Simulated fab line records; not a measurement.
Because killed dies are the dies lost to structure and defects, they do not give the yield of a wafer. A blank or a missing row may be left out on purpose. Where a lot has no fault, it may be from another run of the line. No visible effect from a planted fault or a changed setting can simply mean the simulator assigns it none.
Struck lot and sound lot, side by side :: flow nand_harc :: 12 steps out of a route of 1302
Sound: these wafers, L580.1, L580.2, L580.4. Wafers struck: L573.1, L573.2, L573.5. At the end, the cause is stated.
At each step with rows: each side's tool, then ch and its chambers, then its first start. Under that, the readings that differ: sound wafers :: struck wafers :: difference of the means :: sigmas: that difference in standard deviations of wafers without a fault.
alike: words and numbers the same on both sides, and readings whose means are apart by under 2 such deviations; not compared: readings that were withheld, readings missing a value for some wafer, numbers with overlapping values and no deviation given by the record, and bounds like >300 which may hide the same value.
Wherever a step has rows on one side only, a row that says differs or no value, or a row with sigmas, the two part there. Numbers that don't overlap but have no deviation are shown without sigmas and don't part them. Lack of a reading on every wafer of one side parts them only where that side has two or more wafers.

NHARC_A_SOURCE_PLATE_INSPECT_08:
  sound on defect_inspect-01 at day 13 16:10; struck on defect_inspect-02 at day 11 09:53
  alike: raw_defect_count
next comes 1 step that has no rows for these wafers: NHARC_A_ONON_D1_DEP_00 (target thickness 1000 nm).
NHARC_A_ONON_D1_THK_MEAS_02: measures by ellipsometry.
  sound on film_metro-01 at day 13 16:46; struck on film_metro-02 at day 11 10:27
  alike: thk_nm
next comes 1 step that has no rows for these wafers: NHARC_A_ONON_D1_DEP_03 (target thickness 1000 nm).
NHARC_A_ONON_D1_THK_MEAS_05: measures by ellipsometry.
  sound on film_metro-02 at day 13 17:20; struck on film_metro-01 at day 11 11:01
reading: thk_nm (nm)
sound: 996 995 995
struck: 1018 1018 1017
difference: +22
sigmas: +2
next comes 1 step that has no rows for these wafers: NHARC_A_ONON_D1_DEP_06 (target thickness 1000 nm).
NHARC_A_ONON_D1_THK_MEAS_08: measures by ellipsometry.
  sound on film_metro-01 at day 13 17:55; struck on film_metro-01 at day 11 11:35
  alike: thk_nm
next comes 1 step that has no rows for these wafers: NHARC_A_ONON_D1_DEP_09 (target thickness 1000 nm).
NHARC_A_ONON_D1_THK_MEAS_11: measures by ellipsometry.
  sound on film_metro-02 at day 13 18:29; struck on film_metro-02 at day 11 12:09
  alike: thk_nm
next comes 1 step that has no rows for these wafers: NHARC_A_ONON_D1_DEP_12 (target thickness 1000 nm).
NHARC_A_ONON_D1_THK_MEAS_14: measures by ellipsometry.
  sound on film_metro-02 at day 13 19:03; struck on film_metro-02 at day 11 12:43
  alike: thk_nm
NHARC_A_ONON_D1_ANNEAL_15: time 3600 s.
  sound on furnace-04 ch 0, day 13 23:43; struck on furnace-04, day 11 17:08
  no value came back on the struck wafers for run_length_s (s), spike_tc_bottom_C (C), spike_tc_upper_C (C); on the sound wafers run_length_s (s) reads 3634 3634 3634

## WHERE THEY PART
First at NHARC_A_ONON_D1_THK_MEAS_05; last, within this record, at NHARC_A_ONON_D1_ANNEAL_15.

WHY: whatever the simulator had introduced
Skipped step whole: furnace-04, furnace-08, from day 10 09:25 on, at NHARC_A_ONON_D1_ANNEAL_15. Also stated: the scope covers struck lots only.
